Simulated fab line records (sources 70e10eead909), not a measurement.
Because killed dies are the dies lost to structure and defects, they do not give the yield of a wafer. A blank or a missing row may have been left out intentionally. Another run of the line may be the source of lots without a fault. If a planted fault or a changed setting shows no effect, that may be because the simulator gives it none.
8D (eight disciplines) problem report, filled in by code | flow nandHarc | the parts of the form that need people (team, actions taken, sign-off) are left out

## 1. WHAT WENT WRONG
NHARC_A_STAIRCASE_TRIM_231, runLengthS: mean 299.1 s over 1 wafer from 1 lot; wafers with no fault: 232.6 s, standard deviation 0.36. So: +99 or more standard deviations from the usual mean.
The step: chemistry O2, time 211.2 s.
The first sign was on wafer L602.1 at day 15 17:14, on rieDiel-10. The record holds 15 wafers of 5 lots with a number at this step. Rule for "out", or "out of limits": more than 4 standard deviations from the usual mean. All remaining wafers that have a number are taken as sound.

## 2. WHAT IT IS, WHAT IT ISN'T
question                    | is                | is not
which readings at this step | runLengthS        | drypumpMotorCurrentA, oesProductAu, showerheadPlenumPTorr, throttleValvePct
which lots                  | L602              | L587, L591, L594, L607
which wafers of those lots  | L602.1            | L602.2, L602.6
read on which tools         | rieDiel-10        | rieDiel-11
when                        | from day 15 17:14 | up to then (11 sound wafers); but 3 sound wafers of L607 came after

## 3. WHAT RULES OUT EACH SUSPECT
Counting: any tool at a process step up to the reading remains a suspect provided it ran every lot that is out. Sound lots after the first of them don't rule it out here, since some wafers of a struck lot are sound.
- rieDiel-10 at NHARC_A_STAIRCASE_TRIM_220 (chemistry O2, time 211.2 s): kept. The lot that is out, L602, ran on it at day 15 15:56; the last sound lot it ran before that was L591, at day 12 16:44.
- rieDiel-10 at NHARC_A_STAIRCASE_ETCH_221 (etches the open film in C4F8/O2, target depth 100 nm, time 40.5 s): kept. The lot that is out, L602, ran on it at day 15 16:56; the last sound lot it ran before that was L591, at day 12 17:49. NHARC_A_STAIRCASE_ETCH_221: start missing for some lots; hours and lot order therefore follow NHARC_A_STAIRCASE_TRIM_229.
- rieDiel-10 at NHARC_A_STAIRCASE_TRIM_224 (chemistry O2, time 211.2 s): kept. The lot that is out, L602, ran on it at day 15 16:56; the last sound lot it ran before that was L591, at day 12 17:49. NHARC_A_STAIRCASE_TRIM_224: start missing for some lots; hours and lot order therefore follow NHARC_A_STAIRCASE_TRIM_229.
- rieDiel-10 at NHARC_A_STAIRCASE_TRIM_229 (chemistry O2, time 211.2 s): kept. The lot that is out, L602, ran on it at day 15 16:56; the last sound lot it ran before that was L591, at day 12 17:49.
- rieDiel-10 at NHARC_A_STAIRCASE_TRIM_231 (chemistry O2, time 211.2 s): kept. The lot that is out, L602, ran on it at day 15 17:14; the last sound lot it ran before that was L591, at day 12 18:05. Its own runLengthS readings are out on those wafers.
- At NHARC_A_STAIRCASE_ETCH_221 on rieDiel-10, chamber 1 took the sound wafers of the same lots and chamber 0 took the wafers that are out.
- rieDiel-10, NHARC_A_STAIRCASE_TRIM_224: wafers that are out in chamber 2, sound lot-mates in chambers 0, 3.
- At NHARC_A_STAIRCASE_TRIM_229 on rieDiel-10, chamber 1 took the sound wafers of the same lots and chamber 2 took the wafers that are out.
- rieDiel-10, NHARC_A_STAIRCASE_TRIM_231: wafers that are out in chamber 2, sound lot-mates in chambers 1, 3.
Left after counting: rieDiel-10 at NHARC_A_STAIRCASE_TRIM_220, rieDiel-10 at NHARC_A_STAIRCASE_ETCH_221, rieDiel-10 at NHARC_A_STAIRCASE_TRIM_224, rieDiel-10 at NHARC_A_STAIRCASE_TRIM_229, rieDiel-10 at NHARC_A_STAIRCASE_TRIM_231.

## 4. THE CAUSE (what the simulator had put in)
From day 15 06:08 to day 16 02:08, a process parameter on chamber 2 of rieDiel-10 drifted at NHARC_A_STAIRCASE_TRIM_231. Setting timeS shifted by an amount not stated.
Counting leaves 5 suspects; this tool is one of them.

## 5. THE CHAIN OF EFFECTS, in route order
Rows list readings where the struck wafers' mean (over those with a number) sits beyond 3 standard deviations from the usual. Scope: only readings with a usual standard deviation given in the record; hours: median across lots of the time from each lot's start at the first step in this table that gives one to its start at this step; sigmas: change in usual standard deviations.
hours | step                       | reading    | usual   | on struck wafers | change | sigmas
0     | NHARC_A_STAIRCASE_TRIM_231 | runLengthS | 232.6 s | 299.1            | +66.5  | +99 or more
Its process steps:
- NHARC_A_STAIRCASE_TRIM_231: chemistry O2, time 211.2 s.
Later measuring or inspecting steps at which every struck wafer that the step has a row for has a number for every such reading, and none has moved that far: NHARC_END_SORT_01.

## 6. HOW IT WOULD HAVE BEEN CAUGHT EARLIER
In this record no reading fell out of limits until day 15 17:14, 11 hours after the fault had begun at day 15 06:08.
